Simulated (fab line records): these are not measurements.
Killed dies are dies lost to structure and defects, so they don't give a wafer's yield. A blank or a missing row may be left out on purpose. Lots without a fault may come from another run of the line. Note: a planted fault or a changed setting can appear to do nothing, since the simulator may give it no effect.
Split-lot study	flow n5 finfet	21 wafers read across 7 lots, on a route 1938 steps long

## THE SPLIT ITSELF
At N5_BEOL_M0_ETCH_109 (etches SiCN in CH3F/O2, target depth 8 nm, overetch 2.4 nm, time 27.4 s), the setting bias w was moved away from the recipe's 75 W on 7 of the 21 wafers read, by -15.6% to +8.5%. For the rest of the wafers, this setting stayed at what the recipe calls for.

The reading is taken at the split's own step.

## THE READING
rf vpp V, in V, at N5_BEOL_M0_ETCH_109 (etches SiCN in CH3F/O2, target depth 8 nm, overetch 2.4 nm, time 27.4 s). A value of 297.9 V with a standard deviation of 1.7 V is what fault-free wafers of this fab line usually give.

wafer	tool, chamber at the split	bias w as run, W	against the recipe	rf vpp V, V	against lot-mates on the recipe
L075.1	rie diel-06, 3	75	recipe	299.2	-
L075.3	rie diel-06, 0	64.74	-13.7%	272.7	-25.2
L075.4	rie diel-06, 2	75	recipe	296.7	-
L083.1	rie diel-06, 1	75	recipe	296.3	-
L083.3	rie diel-06, 3	75	recipe	299.0	-
L083.4	rie diel-06, 0	63.3	-15.6%	268.4	-29.2
L085.1	rie diel-05, 2	75	recipe	300.2	-
L085.3	rie diel-05, 0	75	recipe	295.5	-
L085.4	rie diel-05, 0	75	recipe	296.8	-
L088.1	rie diel-04, 1	79.73	+6.3%	311.0	+11.5
L088.3	rie diel-04, 0	79.73	+6.3%	309.9	+10.4
L088.6	rie diel-04, 1	75	recipe	299.5	-
L091.1	rie diel-05, 0	75	recipe	296.1	-
L091.4	rie diel-05, 2	75	recipe	299.7	-
L091.5	rie diel-05, 1	81.37	+8.5%	313.5	+15.6
L095.3	rie diel-04, 3	63.53	-15.3%	266.4	-32.8
L095.4	rie diel-04, 1	63.53	-15.3%	269.5	-29.7
L095.6	rie diel-04, 0	75	recipe	299.2	-
L096.1	rie diel-04, 0	75	recipe	297.7	-
L096.5	rie diel-04, 2	75	recipe	296.5	-
L096.6	rie diel-04, 1	75	recipe	298.0	-

THE FIT
A straight line over all 21 wafers: rf vpp V changes by +1.92 V for each +1% of bias w; r = +0.99; the points scatter about the line by 1.5 V.
The same after taking each lot's own level away (the mean of its wafers on the recipe; 21 wafers): +1.92 V for each +1%; r = +0.99; scatter 1.5 V.
The reading moves by 30 V for the largest change in bias w, on that fit.
The lots' own levels span 297.40 to 299.50 V, that is 1.2 times the standard deviation above.
Hence the lot-to-lot level has little effect on the slope; both slopes agree.
Check: -30.5 V against its lot-mates is what the line predicts for one of the wafers moved furthest among these (-15.6%) when that wafer is left out of the fit. Against them it came out at -29.2 V.
Tool readings at the split's step, against how far the setting was moved: rf vpp V r = +0.99.

## OTHER SPLITS APPLIED TO THESE WAFERS
Note: prior to the reading, these wafers also went through further splits. Each is held against what the fit with the lots' levels taken away leaves over:
other split on the same wafers	wafers away from the commonest value	r with rf vpp V (lot level and that fit taken away)
N5_BEOL_M0_SAQP_COAT_87 spin rpm	5	+0.41

## FILE'S OWN FIT
rf vpp V changes by +1.91 V for each +1% of bias w, r = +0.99.
